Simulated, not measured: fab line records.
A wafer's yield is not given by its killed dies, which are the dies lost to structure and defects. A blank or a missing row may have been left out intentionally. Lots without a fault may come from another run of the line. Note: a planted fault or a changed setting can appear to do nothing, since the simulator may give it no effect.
Split-lot study ; flow n5 finfet ; on a route of 1938 steps: 7 lots, 39 wafers read

THE SPLIT ITSELF
At N5_WELL_APT_EPI_41 (deposits Si from SiH4/H2, target thk 50 nm, time 297.7 s), the setting target thk a was moved away from the recipe's 500 angstrom on 18 of the 39 wafers read, by -7.5% to +7.8%. For the rest of the wafers, this setting stayed at what the recipe calls for.

Reading taken at the split's own step.

THE READING
Si_of_WELL_APT_EPI_41.thk nm (the simulator's own value, which no gauge read), in nm, at N5_WELL_APT_EPI_41 (deposits Si from SiH4/H2, target thk 50 nm, time 297.7 s). The file gives no usual value for it. Average 50.15 nm, standard deviation 0.5 nm, over the 21 wafers here run with the recipe.

wafer;tool, chamber at the split;target thk a as run, angstrom;against the recipe;Si_of_WELL_APT_EPI_41.thk nm, nm;against lot-mates on the recipe
L075.2;epi rpcvd-04, 0;500;recipe;50.18;-
L075.3;epi rpcvd-04, 0;500;recipe;49.24;-
L075.4;epi rpcvd-04, 0;500;recipe;49.91;-
L078.1;epi rpcvd-04, 0;500;recipe;49.28;-
L078.2;epi rpcvd-04, 0;483.9;-3.2%;48.58;-1.49
L078.3;epi rpcvd-04, 0;483.9;-3.2%;47.49;-2.58
L078.4;epi rpcvd-04, 0;500;recipe;50.02;-
L078.5;epi rpcvd-04, 0;483.9;-3.2%;48.39;-1.68
L078.6;epi rpcvd-04, 0;500;recipe;50.9;-
L081.1;epi rpcvd-04, 0;500;recipe;49.92;-
L081.2;epi rpcvd-04, 0;469.2;-6.2%;46.82;-3.14
L081.3;epi rpcvd-04, 0;500;recipe;49.29;-
L081.4;epi rpcvd-04, 0;469.2;-6.2%;46.91;-3.05
L081.5;epi rpcvd-04, 0;469.2;-6.2%;47.77;-2.19
L081.6;epi rpcvd-04, 0;500;recipe;50.68;-
L085.1;epi rpcvd-04, 0;500;recipe;50.75;-
L085.2;epi rpcvd-04, 0;462.4;-7.5%;46.83;-3.86
L085.3;epi rpcvd-04, 0;500;recipe;50.81;-
L085.4;epi rpcvd-04, 0;462.4;-7.5%;47.01;-3.68
L085.5;epi rpcvd-04, 0;462.4;-7.5%;47.07;-3.62
L085.6;epi rpcvd-04, 0;500;recipe;50.52;-
L092.1;epi rpcvd-02, 0;538.8;+7.8%;53.84;+3.77
L092.2;epi rpcvd-02, 0;500;recipe;50.22;-
L092.3;epi rpcvd-02, 0;538.8;+7.8%;53.98;+3.91
L092.4;epi rpcvd-02, 0;500;recipe;50.02;-
L092.5;epi rpcvd-02, 0;500;recipe;49.98;-
L092.6;epi rpcvd-02, 0;538.8;+7.8%;53.76;+3.69
L094.1;epi rpcvd-01, 0;500;recipe;50.74;-
L094.2;epi rpcvd-01, 0;530.2;+6.0%;53.54;+2.98
L094.3;epi rpcvd-01, 0;530.2;+6.0%;53.32;+2.76
L094.4;epi rpcvd-01, 0;500;recipe;50.52;-
L094.5;epi rpcvd-01, 0;530.2;+6.0%;54.24;+3.68
L094.6;epi rpcvd-01, 0;500;recipe;50.41;-
L097.1;epi rpcvd-04, 0;500;recipe;49.88;-
L097.2;epi rpcvd-04, 0;500;recipe;50.3;-
L097.3;epi rpcvd-04, 0;481;-3.8%;48.88;-1.01
L097.4;epi rpcvd-04, 0;481;-3.8%;48.13;-1.76
L097.5;epi rpcvd-04, 0;500;recipe;49.5;-
L097.6;epi rpcvd-04, 0;481;-3.8%;47.8;-2.09

FIT RESULTS
A straight line over all 39 wafers: Si_of_WELL_APT_EPI_41.thk nm changes by +0.493 nm for each +1% of target thk a; r = +0.97; the points scatter about the line by 0.52 nm.
The same after taking each lot's own level away (the mean of its wafers on the recipe; 39 wafers): +0.491 nm for each +1%; r = +0.98; scatter 0.41 nm.
The reading moves by 3.8 nm for the largest change in target thk a, on that fit.
The span of the lots' own levels, 49.777 to 50.693 nm, comes to 1.8 times the standard deviation stated above.
Consequently the slope shifts little with the lot-to-lot level, the two slopes agreeing.
Check: with one of the wafers moved furthest among these (+7.8%) left out of the fit, the line predicts +3.84 nm for it against its lot-mates. It came out at +3.77 nm against them.

THE FILE'S OWN FIT
Si_of_WELL_APT_EPI_41.thk nm changes by +0.49 nm for each +1% of target thk a, r = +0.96.
